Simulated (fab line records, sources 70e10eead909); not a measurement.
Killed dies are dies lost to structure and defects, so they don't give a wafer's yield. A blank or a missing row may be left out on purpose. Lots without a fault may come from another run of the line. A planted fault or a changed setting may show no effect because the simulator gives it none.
A struck lot beside a sound one | flow nand_harc | 15 steps out of a route of 1302
Sound: wafers L868.2, L868.4, L868.6. Struck: wafer L859.4. (L859.2 of the same lot was not struck and is left out.) The cause comes at the end.
At each step with rows: each side's tool, then ch and its chambers, then its first start. Under that, the readings that differ: sound wafers | struck wafers | difference of the means | sigmas: that difference in standard deviations of wafers without a fault.
alike: readings whose means differ by less than 2 such deviations, and words and numbers that are the same on both sides. not compared: withheld readings, readings that some wafer has no value for, bounds like >300 that may hide the same value, and numbers for which the record gives no deviation and whose values overlap.
The two part at a step that has a row with sigmas, a row that says differs or no value, or rows on one side only. Numbers that don't overlap but have no deviation are shown without sigmas and don't part them. A reading that every wafer of one side lacks parts them only if that side has two wafers or more.

first, 2 steps without rows for these wafers: NHARC_A_CONTACT_STRIP_104 (strips in CF4/CHF3); NHARC_A_CONTACT_STRIP_105 (strips in O2/COS).
NHARC_A_CONTACT_ETCH_106: etches the open film in CF4/O2, target depth 90 nm, overetch 9 nm, time 49.5 s.
  sound on rie_diel-13 ch 0,1, day 29 20:26; struck on rie_diel-13 ch 0, day 26 18:16
  alike: cf4_flow_sccm, drypump_motor_current_A, oes_f_703_au, oes_product_au, rf_vpp_V, showerhead_plenum_p_Torr, throttle_valve_pct
  not compared: rf_hours_counter_h
NHARC_A_CONTACT_STRIP_82: strips in O2.
  sound on rie_diel-13 ch 0,2,3; struck on rie_diel-13 ch 2
  alike: drypump_motor_current_A, oes_product_au, rf_vpp_V, showerhead_plenum_p_Torr, throttle_valve_pct
  not compared: rf_hours_counter_h
then, 1 step without rows for these wafers: NHARC_A_CONTACT_STRIP_83 (strips in post etch residue remover, time 600 s).
NHARC_A_CONTACT_DEP_84: deposits aC, target thk 2800 nm.
  sound on acl_dep-01 ch 0, day 29 21:35; struck on acl_dep-02 ch 0, day 26 21:44
  alike: throttle_valve_pct
NHARC_A_CONTACT_DEP_85: deposits SiON, target thk 60 nm.
  sound on pecvd-01 ch 0,1, day 29 23:05; struck on pecvd-01 ch 0, day 26 23:12
  alike: heater_power_w
then, 5 steps without rows for these wafers: NHARC_A_CONTACT_DEHYDRATE_00 (time 120 s); NHARC_A_CONTACT_HMDS_01 (time 30 s); NHARC_A_CONTACT_COAT_86 (time 75 s); NHARC_A_CONTACT_COAT_87 (time 65 s); NHARC_A_CONTACT_COAT_02 (resist thk 90 nm).
NHARC_A_CONTACT_SOFTBAKE_03: time 55 s.
  sound on litho_track-06 ch 0, day 29 23:00; struck on litho_track-04 ch 0, day 26 23:00
  reading                  | sound                | struck | difference | sigmas
  heater_power_total_W (W) | 188.33 188.38 188.82 | 323.11 | +134.60    | +99 or more
then, 1 step without rows for these wafers: NHARC_A_CONTACT_EBR_04.
-- the record jumps here: 2 days lie between the struck wafers' starts before and after (it left off in module A_CONTACT and takes up again in module END, whose first step shown is number 1302 of the route) --
NHARC_END_SORT_01:
  the record has rows for the struck wafers here (prober-02 ch 0, day 29 07:21) and none for the sound ones

WHERE THEY PART
First at NHARC_A_CONTACT_SOFTBAKE_03; last, within this record, at NHARC_END_SORT_01.

WHY: what the simulator had put in
Process parameter drift: litho_track-04, from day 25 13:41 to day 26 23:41, at NHARC_A_CONTACT_SOFTBAKE_03. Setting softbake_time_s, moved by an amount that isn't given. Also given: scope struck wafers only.
